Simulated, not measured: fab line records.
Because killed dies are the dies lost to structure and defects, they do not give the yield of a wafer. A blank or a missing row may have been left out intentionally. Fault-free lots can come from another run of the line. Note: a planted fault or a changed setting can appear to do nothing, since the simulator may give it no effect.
Split-lot trial :: flow n5Finfet :: 21 wafers read from 7 lots, route of 1938 steps

## THE SPLIT ITSELF
At N5_BEOL_M3_ETCH_64 (etches SOC in N2/H2, target depth 75 nm, overetch 15 nm, time 112.5 s), the setting timeS was moved away from the recipe's 112.5 s on 8 of the 21 wafers read, by -17.4% to +10.3%. This setting was run at the recipe's value on the other wafers.

The reading comes from the split's own step.

## THE READING
SiARC_of_BEOL_M3_COAT_62.thkNm (the simulator's own value, which no gauge read), in nm, at N5_BEOL_M3_ETCH_64 (etches SOC in N2/H2, target depth 75 nm, overetch 15 nm, time 112.5 s). The file does not state a usual value for it. The 13 wafers here that ran the recipe average 6.7 nm, standard deviation 0.19 nm.

wafer: L074.1
tool, chamber at the split: rieDiel-06, 1
timeS as run, s: 118.9
against the recipe: +5.7%
SiARC_of_BEOL_M3_COAT_62.thkNm, nm: 6.4
against lot-mates on the recipe: -0.4

wafer: L074.3
tool, chamber at the split: rieDiel-06, 3
timeS as run, s: 112.5
against the recipe: recipe
SiARC_of_BEOL_M3_COAT_62.thkNm, nm: 6.8
against lot-mates on the recipe: -

wafer: L074.5
tool, chamber at the split: rieDiel-06, 3
timeS as run, s: 112.5
against the recipe: recipe
SiARC_of_BEOL_M3_COAT_62.thkNm, nm: 6.8
against lot-mates on the recipe: -

wafer: L076.1
tool, chamber at the split: rieDiel-02, 2
timeS as run, s: 96.28
against the recipe: -14.4%
SiARC_of_BEOL_M3_COAT_62.thkNm, nm: 7.2
against lot-mates on the recipe: +0.7

wafer: L076.4
tool, chamber at the split: rieDiel-02, 3
timeS as run, s: 112.5
against the recipe: recipe
SiARC_of_BEOL_M3_COAT_62.thkNm, nm: 6.6
against lot-mates on the recipe: -

wafer: L076.5
tool, chamber at the split: rieDiel-02, 2
timeS as run, s: 112.5
against the recipe: recipe
SiARC_of_BEOL_M3_COAT_62.thkNm, nm: 6.4
against lot-mates on the recipe: -

wafer: L077.1
tool, chamber at the split: rieDiel-05, 1
timeS as run, s: 112.5
against the recipe: recipe
SiARC_of_BEOL_M3_COAT_62.thkNm, nm: 7
against lot-mates on the recipe: -

wafer: L077.4
tool, chamber at the split: rieDiel-05, 2
timeS as run, s: 92.94
against the recipe: -17.4%
SiARC_of_BEOL_M3_COAT_62.thkNm, nm: 7.8
against lot-mates on the recipe: +0.8

wafer: L077.5
tool, chamber at the split: rieDiel-05, 1
timeS as run, s: 92.94
against the recipe: -17.4%
SiARC_of_BEOL_M3_COAT_62.thkNm, nm: 8
against lot-mates on the recipe: +1.0

wafer: L080.1
tool, chamber at the split: rieDiel-06, 0
timeS as run, s: 112.5
against the recipe: recipe
SiARC_of_BEOL_M3_COAT_62.thkNm, nm: 6.6
against lot-mates on the recipe: -

wafer: L080.2
tool, chamber at the split: rieDiel-06, 2,3
timeS as run, s: 112.5
against the recipe: recipe
SiARC_of_BEOL_M3_COAT_62.thkNm, nm: 6.8
against lot-mates on the recipe: -

wafer: L080.6
tool, chamber at the split: rieDiel-06, 2,3
timeS as run, s: 112.5
against the recipe: recipe
SiARC_of_BEOL_M3_COAT_62.thkNm, nm: 6.8
against lot-mates on the recipe: -

wafer: L082.1
tool, chamber at the split: rieDiel-06, 1,3,0
timeS as run, s: 98.64
against the recipe: -12.3%
SiARC_of_BEOL_M3_COAT_62.thkNm, nm: 7.4
against lot-mates on the recipe: no lot-mate on the recipe

wafer: L082.4
tool, chamber at the split: rieDiel-06, 1,3,0
timeS as run, s: 98.64
against the recipe: -12.3%
SiARC_of_BEOL_M3_COAT_62.thkNm, nm: 7.4
against lot-mates on the recipe: no lot-mate on the recipe

wafer: L082.6
tool, chamber at the split: rieDiel-06, 1,3,0
timeS as run, s: 98.64
against the recipe: -12.3%
SiARC_of_BEOL_M3_COAT_62.thkNm, nm: 7.4
against lot-mates on the recipe: no lot-mate on the recipe

wafer: L083.4
tool, chamber at the split: rieDiel-02, 0
timeS as run, s: 124.1
against the recipe: +10.3%
SiARC_of_BEOL_M3_COAT_62.thkNm, nm: 6
against lot-mates on the recipe: -0.5

wafer: L083.5
tool, chamber at the split: rieDiel-02, 2
timeS as run, s: 112.5
against the recipe: recipe
SiARC_of_BEOL_M3_COAT_62.thkNm, nm: 6.4
against lot-mates on the recipe: -

wafer: L083.6
tool, chamber at the split: rieDiel-02, 1
timeS as run, s: 112.5
against the recipe: recipe
SiARC_of_BEOL_M3_COAT_62.thkNm, nm: 6.6
against lot-mates on the recipe: -

wafer: L086.3
tool, chamber at the split: rieDiel-06, 0
timeS as run, s: 112.5
against the recipe: recipe
SiARC_of_BEOL_M3_COAT_62.thkNm, nm: 6.6
against lot-mates on the recipe: -

wafer: L086.5
tool, chamber at the split: rieDiel-06, 0
timeS as run, s: 112.5
against the recipe: recipe
SiARC_of_BEOL_M3_COAT_62.thkNm, nm: 6.6
against lot-mates on the recipe: -

wafer: L086.4
tool, chamber at the split: rieDiel-06, 2
timeS as run, s: 112.5
against the recipe: recipe
SiARC_of_BEOL_M3_COAT_62.thkNm, nm: 7
against lot-mates on the recipe: -
Rows listing several chambers each stand for several wafers; the file does not say which wafer went through which chamber.

THE FIT
A straight line over all 21 wafers: SiARC_of_BEOL_M3_COAT_62.thkNm changes by -0.0603 nm for each +1% of timeS; r = -0.93; the points scatter about the line by 0.19 nm.
The same after taking each lot's own level away (the mean of its wafers on the recipe; 18 wafers): -0.0515 nm for each +1%; r = -0.96; scatter 0.11 nm.
The reading moves by 0.9 nm for the largest change in timeS, on that fit.
The span of the lots' own levels, 6.50 to 7.00 nm, comes to 2.7 times the standard deviation stated above.
In other words, the slope is changed by the lot-to-lot level; the two fits disagree.
Check: +0.934 nm against its lot-mates is what the line predicts for one of the wafers moved furthest among these (-17.4%) when that wafer is left out of the fit. Against them it came out at +0.8 nm.

## FURTHER SPLITS ON THESE WAFERS
These wafers also went through other splits before the reading. Each is held against what the fit with the lots' levels taken away leaves over:
other split on the same wafers: N5_HKMG_FIN_EXPOSE_46 doseMj
wafers away from the commonest value: 7
r with SiARC_of_BEOL_M3_COAT_62.thkNm (lot level and that fit taken away): +0.27

other split on the same wafers: N5_MOL_CONTACT_COAG_VIA_ETCH_46 biasW
wafers away from the commonest value: 6
r with SiARC_of_BEOL_M3_COAT_62.thkNm (lot level and that fit taken away): +0.03

other split on the same wafers: N5_BEOL_M0_CUTY_ETCH_63 timeS
wafers away from the commonest value: 3
r with SiARC_of_BEOL_M3_COAT_62.thkNm (lot level and that fit taken away): -0.11

other split on the same wafers: N5_BEOL_M0_ETCH_138 biasW
wafers away from the commonest value: 4
r with SiARC_of_BEOL_M3_COAT_62.thkNm (lot level and that fit taken away): -0.04

other split on the same wafers: N5_BEOL_M1_COAT_67 spinRpm
wafers away from the commonest value: 6
r with SiARC_of_BEOL_M3_COAT_62.thkNm (lot level and that fit taken away): -0.15

other split on the same wafers: N5_BEOL_M1_COAT_76 tempC
wafers away from the commonest value: 8
r with SiARC_of_BEOL_M3_COAT_62.thkNm (lot level and that fit taken away): -0.23

other split on the same wafers: N5_BEOL_M2_COAT_67 spinRpm
wafers away from the commonest value: 6
r with SiARC_of_BEOL_M3_COAT_62.thkNm (lot level and that fit taken away): -0.24

other split on the same wafers: N5_BEOL_M2_COAT_76 tempC
wafers away from the commonest value: 3
r with SiARC_of_BEOL_M3_COAT_62.thkNm (lot level and that fit taken away): -0.15

## FILE'S OWN FIT
SiARC_of_BEOL_M3_COAT_62.thkNm changes by -0.0511 nm for each +1% of timeS, r = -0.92.
